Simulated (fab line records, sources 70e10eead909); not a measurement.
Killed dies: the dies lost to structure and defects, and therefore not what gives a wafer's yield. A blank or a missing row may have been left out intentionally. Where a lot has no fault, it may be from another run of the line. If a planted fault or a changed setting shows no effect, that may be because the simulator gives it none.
Chamber matching / flow nandHarc / NHARC_P_ZERO_WELL_DESCUM_13 on rieDiel-13: 4 sister chambers
The step chemistry O2, time 3 s. 22 wafers are shown with their chamber, then 11 later ones without.

## WAFERS WITH THEIR CHAMBER
wafer=L074.3; chamber=1; drypumpMotorCurrentA (A)=5.6; rfVppV (V)=59.3; oesProductAu (a.u.)=1.003
wafer=L074.5; chamber=1; drypumpMotorCurrentA (A)=5.6; rfVppV (V)=57.4; oesProductAu (a.u.)=0.994
wafer=L074.6; chamber=0; drypumpMotorCurrentA (A)=6.0; rfVppV (V)=56.6; oesProductAu (a.u.)=0.990
wafer=L076.2; chamber=3; drypumpMotorCurrentA (A)=6.5; rfVppV (V)=58.3; oesProductAu (a.u.)=1.003
wafer=L076.5; chamber=3; drypumpMotorCurrentA (A)=6.5; rfVppV (V)=57.8; oesProductAu (a.u.)=1.016
wafer=L076.6; chamber=2; drypumpMotorCurrentA (A)=6.4; rfVppV (V)=58.6; oesProductAu (a.u.)=1.017
wafer=L080.2; chamber=1; drypumpMotorCurrentA (A)=5.6; rfVppV (V)=57.4; oesProductAu (a.u.)=0.992
wafer=L080.4; chamber=3; drypumpMotorCurrentA (A)=6.6; rfVppV (V)=58.2; oesProductAu (a.u.)=1.008
wafer=L080.5; chamber=1; drypumpMotorCurrentA (A)=5.6; rfVppV (V)=57.6; oesProductAu (a.u.)=0.996
wafer=L081.1; chamber=3; drypumpMotorCurrentA (A)=6.5; rfVppV (V)=58.4; oesProductAu (a.u.)=1.007
wafer=L081.4; chamber=1; drypumpMotorCurrentA (A)=5.6; rfVppV (V)=58.0; oesProductAu (a.u.)=1.003
wafer=L081.6; chamber=1; drypumpMotorCurrentA (A)=5.6; rfVppV (V)=57.2; oesProductAu (a.u.)=0.995
wafer=L082.2; chamber=3; drypumpMotorCurrentA (A)=6.5; rfVppV (V)=57.0; oesProductAu (a.u.)=1.002
wafer=L082.3; chamber=1; drypumpMotorCurrentA (A)=5.6; rfVppV (V)=57.8; oesProductAu (a.u.)=0.993
wafer=L082.4; chamber=2; drypumpMotorCurrentA (A)=6.3; rfVppV (V)=59.2; oesProductAu (a.u.)=1.011
wafer=L083.1; chamber=2; drypumpMotorCurrentA (A)=6.3; rfVppV (V)=57.9; oesProductAu (a.u.)=1.010
wafer=L083.2; chamber=3; drypumpMotorCurrentA (A)=6.5; rfVppV (V)=58.1; oesProductAu (a.u.)=1.009
wafer=L083.5; chamber=0; drypumpMotorCurrentA (A)=6.1; rfVppV (V)=55.5; oesProductAu (a.u.)=1.010
wafer=L084.1; chamber=3; drypumpMotorCurrentA (A)=6.6; rfVppV (V)=58.3; oesProductAu (a.u.)=1.003
wafer=L084.2; chamber=2; drypumpMotorCurrentA (A)=6.4; rfVppV (V)=59.6; oesProductAu (a.u.)=1.012
wafer=L084.4; chamber=2; drypumpMotorCurrentA (A)=6.4; rfVppV (V)=58.4; oesProductAu (a.u.)=1.010
wafer=L085.1; chamber=2; drypumpMotorCurrentA (A)=6.4; rfVppV (V)=58.7; oesProductAu (a.u.)=1.005

SIGNATURES, as means of the wafers listed above
reading=drypumpMotorCurrentA; chamber 0=6.050; chamber 1=5.600; chamber 2=6.367; chamber 3=6.529; scatter within a chamber=0.0426
reading=rfVppV; chamber 0=56.050; chamber 1=57.814; chamber 2=58.733; chamber 3=58.014; scatter within a chamber=0.616
reading=oesProductAu; chamber 0=1.00000; chamber 1=0.99657; chamber 2=1.01083; chamber 3=1.00686; scatter within a chamber=0.00549
Rule: distance of a wafer from a chamber = root of the sum over the readings of ((wafer's reading minus chamber's mean) / reading's scatter) squared. The wafer belongs to the nearest chamber; if the next one is less than 2 further off, it can't be placed. The scatter: the root of (the sum of the squares of (reading less its chamber's mean) over the shown wafers, divided by (wafers less chambers)).

## WAFERS WHOSE CHAMBER IS MISSING
wafer=L085.3; drypumpMotorCurrentA (A)=5.6; rfVppV (V)=57.6; oesProductAu (a.u.)=1.002
wafer=L085.6; drypumpMotorCurrentA (A)=6.1; rfVppV (V)=58.2; oesProductAu (a.u.)=1.000
wafer=L093.1; drypumpMotorCurrentA (A)=5.6; rfVppV (V)=58.4; oesProductAu (a.u.)=0.997
wafer=L093.4; drypumpMotorCurrentA (A)=6.6; rfVppV (V)=57.5; oesProductAu (a.u.)=1.009
wafer=L093.5; drypumpMotorCurrentA (A)=6.1; rfVppV (V)=57.4; oesProductAu (a.u.)=1.001
wafer=L094.2; drypumpMotorCurrentA (A)=6.5; rfVppV (V)=58.3; oesProductAu (a.u.)=0.987
wafer=L094.4; drypumpMotorCurrentA (A)=6.3; rfVppV (V)=57.9; oesProductAu (a.u.)=1.002
wafer=L094.6; drypumpMotorCurrentA (A)=6.6; rfVppV (V)=58.5; oesProductAu (a.u.)=0.996
wafer=L097.1; drypumpMotorCurrentA (A)=6.1; rfVppV (V)=58.1; oesProductAu (a.u.)=1.002
wafer=L097.2; drypumpMotorCurrentA (A)=6.6; rfVppV (V)=57.4; oesProductAu (a.u.)=0.998
wafer=L097.5; drypumpMotorCurrentA (A)=5.6; rfVppV (V)=58.1; oesProductAu (a.u.)=1.001

## WHICH CHAMBER EACH WENT THROUGH
wafer=L085.3; from the rows above=1; in truth=1
wafer=L085.6; from the rows above=0; in truth=0
wafer=L093.1; from the rows above=1; in truth=1
wafer=L093.4; from the rows above=3; in truth=3
wafer=L093.5; from the rows above=0; in truth=0
wafer=L094.2; from the rows above=can't be placed: 3 or 2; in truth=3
wafer=L094.4; from the rows above=2; in truth=2
wafer=L094.6; from the rows above=3; in truth=3
wafer=L097.1; from the rows above=0; in truth=0
wafer=L097.2; from the rows above=3; in truth=3
wafer=L097.5; from the rows above=1; in truth=1
Correct placement for 10 of the 11. Can't be placed from these rows: 1 (the true chamber is among the candidates in 1). Placed wrongly: 0.
